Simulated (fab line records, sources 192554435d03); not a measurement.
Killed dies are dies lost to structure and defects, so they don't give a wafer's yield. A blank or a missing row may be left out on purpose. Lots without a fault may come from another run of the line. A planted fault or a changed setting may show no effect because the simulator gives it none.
Split-lot experiment | flow n5_finfet | 7 lots, 21 wafers read, on a route of 1938 steps

THE SPLIT
At N5_BEOL_M12_TRENCH_ETCH_34 (etches SiOC in C4F8/O2/Ar, target depth 318.95 nm, time 125.5 s), the setting time_s was moved away from the recipe's 125.5 s on 6 of the 21 wafers read, by -18.7% to +11.2%. The other wafers ran this setting at the recipe's value.

FROM THE SPLIT TO THE READING: what the file shows between them, 11 steps
- N5_BEOL_M12_STRIP_70: strips in C4F8/O2/Ar
- N5_BEOL_M12_OCD_MEAS_35
- N5_BEOL_M12_SPUTTER_43: material TaN, target thk 15 nm, time 24.19 s (also split here: power_w)
- N5_BEOL_M12_SPUTTER_44: material Ta, target thk 10 nm, time 16.13 s
- N5_BEOL_M12_SPUTTER_45: material Cu, target thk 80 nm, time 13.33 s
- N5_BEOL_M12_ECD_47: material Cu, target thk 720 nm
- N5_BEOL_M12_ANNEAL_48: time 90 s
- N5_BEOL_M12_CMP_49: polishes, stops on SiOC, t overpolish 20.6 s, target thk 320 nm
- N5_BEOL_M12_THK_MEAS_50: measures by xrf
- N5_BEOL_M12_PRE_CLEAN_52: time 15 s
- N5_BEOL_M12_DEP_53: deposits SiCN from 3MS/NH3, target thk 30 nm, time 10.5 s

THE READING
M12_RS, in ohm/sq, at N5_BEOL_M12_RS_MEAS_54 (measures by four-point-probe). Fault-free wafers of this fab line usually give 0.0602 ohm/sq, standard deviation 0.00091 ohm/sq.

wafer  | tool, chamber at the split | time_s as run, s | against the recipe | M12_RS, ohm/sq | against lot-mates on the recipe
L074.2 | rie_diel-05, 3             | 125.5            | recipe             | 0.0611         | -
L074.4 | rie_diel-05, 0             | 125.5            | recipe             | 0.0598         | -
L074.6 | rie_diel-05, 1             | 125.5            | recipe             | 0.0601         | -
L075.3 | rie_diel-04, 1             | 125.5            | recipe             | 0.0600         | -
L075.5 | rie_diel-04, 1             | 125.5            | recipe             | 0.0592         | -
L075.6 | rie_diel-04, 0             | 125.5            | recipe             | 0.0584         | -
L080.1 | rie_diel-05, 3             | 125.5            | recipe             | 0.0614         | -
L080.2 | rie_diel-05, 0             | 125.5            | recipe             | 0.0607         | -
L080.4 | rie_diel-05, 2             | 125.5            | recipe             | 0.0604         | -
L084.3 | rie_diel-05, 2             | 125.5            | recipe             | 0.0598         | -
L084.4 | rie_diel-05, 3             | 125.5            | recipe             | 0.0613         | -
L084.5 | rie_diel-05, 2             | 125.5            | recipe             | 0.0603         | -
L088.2 | rie_diel-04, 1             | 125.5            | recipe             | 0.0604         | -
L088.4 | rie_diel-04, 3             | 111.7            | -11.0%             | 0.0667         | +0.0063
L088.6 | rie_diel-04, 2             | 111.7            | -11.0%             | 0.0677         | +0.0073
L091.3 | rie_diel-04, 0             | 139.5            | +11.2%             | 0.0530         | no lot-mate on the recipe
L091.5 | rie_diel-04, 0             | 139.5            | +11.2%             | 0.0532         | no lot-mate on the recipe
L091.6 | rie_diel-04, 1             | 139.5            | +11.2%             | 0.0545         | no lot-mate on the recipe
L082.1 | rie_diel-02, 2             | 102              | -18.7%             | 0.0759         | +0.0155
L082.3 | rie_diel-02, 1             | 125.5            | recipe             | 0.0607         | -
L082.6 | rie_diel-02, 1             | 125.5            | recipe             | 0.0600         | -

THE FIT
A straight line over all 21 wafers: M12_RS changes by -0.000692 ohm/sq for each +1% of time_s; r = -0.98; the points scatter about the line by 0.0011 ohm/sq.
The same after taking each lot's own level away (the mean of its wafers on the recipe; 18 wafers): -0.000749 ohm/sq for each +1%; r = -0.98; scatter 0.00083 ohm/sq.
On that fit, the largest move of time_s shifts the reading by 0.014 ohm/sq.
The lots' own levels span 0.05920 to 0.06083 ohm/sq, that is 1.8 times the standard deviation above.
So the lot-to-lot level changes the slope little: the two slopes agree.
Check: with one of the wafers moved furthest among these (-18.7%) left out of the fit, the line predicts +0.0116 ohm/sq for it against its lot-mates. It came out at +0.0155 ohm/sq against them.

OTHER SPLITS ON THESE WAFERS
These wafers also went through other splits before the reading. Each is held against what the fit with the lots' levels taken away leaves over:
other split on the same wafers | wafers away from the commonest value | r with M12_RS (lot level and that fit taken away)
N5_BEOL_M11_EXPOSE_25 dose_mj  | 4                                    | -0.29
N5_BEOL_M11_ETCH_66 time_s     | 7                                    | +0.01
N5_BEOL_M12_SPUTTER_43 power_w | 5                                    | +0.06

THE WHOLE CHAIN: every reading that the file lists as answering this split, in the file's order
step                       | what it does                                                    | reading                                                                       | change (the file's fit)               | r (the file's)
N5_BEOL_M12_TRENCH_ETCH_34 | etches SiOC in C4F8/O2/Ar, target depth 318.95 nm, time 125.5 s | etch.depth_nm (the simulator's own value, which no gauge read)                | +3.16 nm for each +1% of the setting  | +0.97
N5_BEOL_M12_OCD_MEAS_35    |                                                                 | trench_depth_nm                                                               | +3.14 nm for each +1% of the setting  | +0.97
N5_BEOL_M12_CMP_49         | polishes, stops on SiOC, t overpolish 20.6 s, target thk 320 nm | Cu_of_BEOL_M12_ECD_47.thk_nm (the simulator's own value, which no gauge read) | +3.19 nm for each +1% of the setting  | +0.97
N5_BEOL_M12_THK_MEAS_50    | measures by xrf                                                 | M12_THK                                                                       | +3.15 for each +1% of the setting     | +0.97
N5_BEOL_M12_RS_MEAS_54     | measures by four-point-probe                                    | M12_RS                                                                        | -0.000774 for each +1% of the setting | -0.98

THE FILE'S OWN FIT
M12_RS changes by -0.000774 ohm/sq for each +1% of time_s, r = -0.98.
